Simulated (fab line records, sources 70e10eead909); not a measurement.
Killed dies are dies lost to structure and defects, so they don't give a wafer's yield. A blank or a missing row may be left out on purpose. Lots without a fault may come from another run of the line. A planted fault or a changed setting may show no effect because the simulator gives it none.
Which tool did it? | flow nand_harc | 7 lots, 21 wafers sampled, at 4 steps of a route of 1159

WHAT THE GAUGES READ, wafer by wafer
NHARC_A_ONON_D1_THK_MEAS_14: measures by ellipsometry.
lot  | measured     | on            | thk_nm (nm)
L454 | day 8 05:48  | film_metro-02 | 981 981 980
L456 | day 8 23:25  | film_metro-01 | 997 996 997
L458 | day 9 11:53  | film_metro-02 | 994 994 995
L460 | day 9 11:32  | film_metro-02 | 998 1000 1001
L465 | day 10 21:14 | film_metro-01 | 1016 1018 1017
L472 | day 12 15:26 | film_metro-01 | 1010 683 683
L474 | day 13 07:56 | film_metro-02 | 997 998 998

WHICH TOOL RAN EACH LOT (tool, then ch and the chambers of the sampled wafers, then the start)
lot  | NHARC_P_BONDPAD_DEGAS_25     | NHARC_P_BONDPAD_ACTIVATE_29        | NHARC_A_ONON_D1_DEP_12
L454 | pvd_sputter-02, day 7 01:16  | rie_diel-01 ch 0,2,3, day 7 03:14  | pecvd_onon-01 ch 0, day 8 05:23
L456 | pvd_sputter-02, day 7 19:04  | rie_diel-01 ch 1,2,3, day 7 20:49  | pecvd_onon-01 ch 0, day 8 23:01
L458 | pvd_sputter-01, day 8 07:36  | rie_diel-01 ch 1,2, day 8 09:16    | pecvd_onon-03 ch 0, day 9 11:22
L460 | pvd_sputter-03, day 8 09:32  | rie_diel-01 ch 0,3, day 8 11:59    | pecvd_onon-03 ch 0, day 9 11:04
L465 | pvd_sputter-02, day 9 12:30  | rie_diel-01 ch 1,2,3, day 9 14:30  | pecvd_onon-01 ch 0, day 10 20:46
L472 | pvd_sputter-03, day 11 11:12 | rie_diel-01 ch 0,1,2, day 11 12:54 | pecvd_onon-02 ch 0, day 12 15:02
L474 | pvd_sputter-03, day 12 01:55 | rie_diel-01 ch 0,1,2, day 12 03:39 | pecvd_onon-01 ch 0, day 13 07:26
- NHARC_P_BONDPAD_DEGAS_25: time 60 s.
- NHARC_P_BONDPAD_ACTIVATE_29: chemistry N2, time 60 s.
- NHARC_A_ONON_D1_DEP_12: target thk 1000 nm.

THE ANSWER, worked out from the rows above alone
Rule: what is usual is taken from the lots themselves. Put in order of their means at a reading, lots are off if they are a third of the lots or fewer, leave a main group of 4 or more, and stand apart from it by a gap of 3 or more times the standard deviation of the main group's means; of several such gaps the widest counts. A main group whose means are all the same, to the digits that the tables above print for the reading, isn't used. A lot without any number at a reading at which 4 lots or more have one is off too. The other lots that the step has rows for count as sound.
Off: L472, at NHARC_A_ONON_D1_THK_MEAS_14 (thk_nm). The main group: mean 998 nm, standard deviation 11.
A tool fits if, at a process step before that reading, it ran every lot that is off, and no sound lot after the first of them. The gauges at NHARC_A_ONON_D1_THK_MEAS_14 are tried like those tools. Can't be told from this: 2 tools fit, pecvd_onon-02 at NHARC_A_ONON_D1_DEP_12, film_metro-01 at NHARC_A_ONON_D1_THK_MEAS_14.

WHAT THE SIMULATOR HAD PUT IN
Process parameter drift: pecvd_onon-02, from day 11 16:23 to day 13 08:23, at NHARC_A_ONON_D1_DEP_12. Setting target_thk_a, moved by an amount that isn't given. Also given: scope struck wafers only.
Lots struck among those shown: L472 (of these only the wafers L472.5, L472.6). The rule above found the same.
